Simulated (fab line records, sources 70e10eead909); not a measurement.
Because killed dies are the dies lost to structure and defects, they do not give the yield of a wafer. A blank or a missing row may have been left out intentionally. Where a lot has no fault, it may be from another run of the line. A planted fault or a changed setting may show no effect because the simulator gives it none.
What tool caused it? / flow nand-harc / Sampling: 6 lots, 18 wafers, 5 of 1302 route steps

## WHAT THE GAUGES SHOWED, per wafer
NHARC_END_SORT_01.
lot=L734; measured=day 34 12:41; on=prober-01; killed-at-array=670 666 666

## WHAT TOOL EACH LOT RAN ON (gives the tool, then ch and the chambers of the sampled wafers, and finally the start)
lot=L713; NHARC_A_STAIRCASE_ETCH_15=rie-diel-01 ch 0,1,3, day 16 08:48 or earlier; NHARC_A_STAIRCASE_TRIM_16=rie-diel-01 ch 0,2, day 16 08:48 or earlier; NHARC_A_STAIRCASE_ETCH_21=rie-diel-01 ch 1,3, day 16 08:48; NHARC_A_STAIRCASE_ETCH_25=rie-diel-01 ch 0,1,3, no start
lot=L721; NHARC_A_STAIRCASE_ETCH_15=rie-diel-08 ch 0,1, day 19 08:49 or earlier; NHARC_A_STAIRCASE_TRIM_16=rie-diel-08 ch 0,2,3, day 19 08:49 or earlier; NHARC_A_STAIRCASE_ETCH_21=rie-diel-08 ch 2,3, day 19 08:49; NHARC_A_STAIRCASE_ETCH_25=rie-diel-08 ch 0,1, no start
lot=L724; NHARC_A_STAIRCASE_ETCH_15=rie-diel-01 ch 1,2, day 20 10:40 or earlier; NHARC_A_STAIRCASE_TRIM_16=rie-diel-01 ch 0,1,3, day 20 10:40 or earlier; NHARC_A_STAIRCASE_ETCH_21=rie-diel-01 ch 1,3, day 20 10:40; NHARC_A_STAIRCASE_ETCH_25=rie-diel-01 ch 1,2, no start
lot=L728; NHARC_A_STAIRCASE_ETCH_15=rie-diel-11 ch 0,1,2, day 21 14:40 or earlier; NHARC_A_STAIRCASE_TRIM_16=rie-diel-11 ch 0,2, day 21 14:40 or earlier; NHARC_A_STAIRCASE_ETCH_21=rie-diel-11 ch 0,2, day 21 14:40; NHARC_A_STAIRCASE_ETCH_25=rie-diel-11 ch 0,1,2, no start
lot=L736; NHARC_A_STAIRCASE_ETCH_15=rie-diel-01 ch 1,2, day 25 01:08 or earlier; NHARC_A_STAIRCASE_TRIM_16=rie-diel-01 ch 0,2,3, day 25 01:08 or earlier; NHARC_A_STAIRCASE_ETCH_21=rie-diel-11 ch 0,1, day 25 01:08; NHARC_A_STAIRCASE_ETCH_25=rie-diel-11 ch 0,1,2, no start
lot=L734; NHARC_A_STAIRCASE_ETCH_15=rie-diel-11 ch 1,3, day 25 07:01 or earlier; NHARC_A_STAIRCASE_TRIM_16=rie-diel-11 ch 0,2,3, day 25 07:01 or earlier; NHARC_A_STAIRCASE_ETCH_21=rie-diel-01 ch 0,1,3, day 25 07:01; NHARC_A_STAIRCASE_ETCH_25=rie-diel-01 ch 1,2,3, day 34 12:41 or earlier
- NHARC_A_STAIRCASE_ETCH_15: etches the open film in C4F8/O2, target depth 100 nm, time 40.5 s.
- NHARC_A_STAIRCASE_TRIM_16: chemistry O2, time 211.2 s.
- NHARC_A_STAIRCASE_ETCH_21: etches the open film in C4F8/O2, target depth 100 nm, time 40.5 s.
- NHARC_A_STAIRCASE_ETCH_25: etches the open film in C4F8/O2, target depth 100 nm, time 40.5 s.

## THE ANSWER, worked out from the rows above alone
Rule: what is usual is taken from the lots themselves. The widest of any qualifying gaps counts: lots, ordered by their means at a reading, are off when they make up no more than a third of the lots, leave a main group of 4 or more, and stand apart from it by 3 or more times the standard deviation of that group's means. The tables above print the reading to a certain number of digits; a main group whose means all agree to those digits is not used. Also off: a lot with no number at a reading for which 4 or more lots have one. Any other lot the step has rows for is counted as sound.
None of the lots is off at any reading shown; this tells nothing.

## WHAT HAD BEEN PUT IN BY THE SIMULATOR
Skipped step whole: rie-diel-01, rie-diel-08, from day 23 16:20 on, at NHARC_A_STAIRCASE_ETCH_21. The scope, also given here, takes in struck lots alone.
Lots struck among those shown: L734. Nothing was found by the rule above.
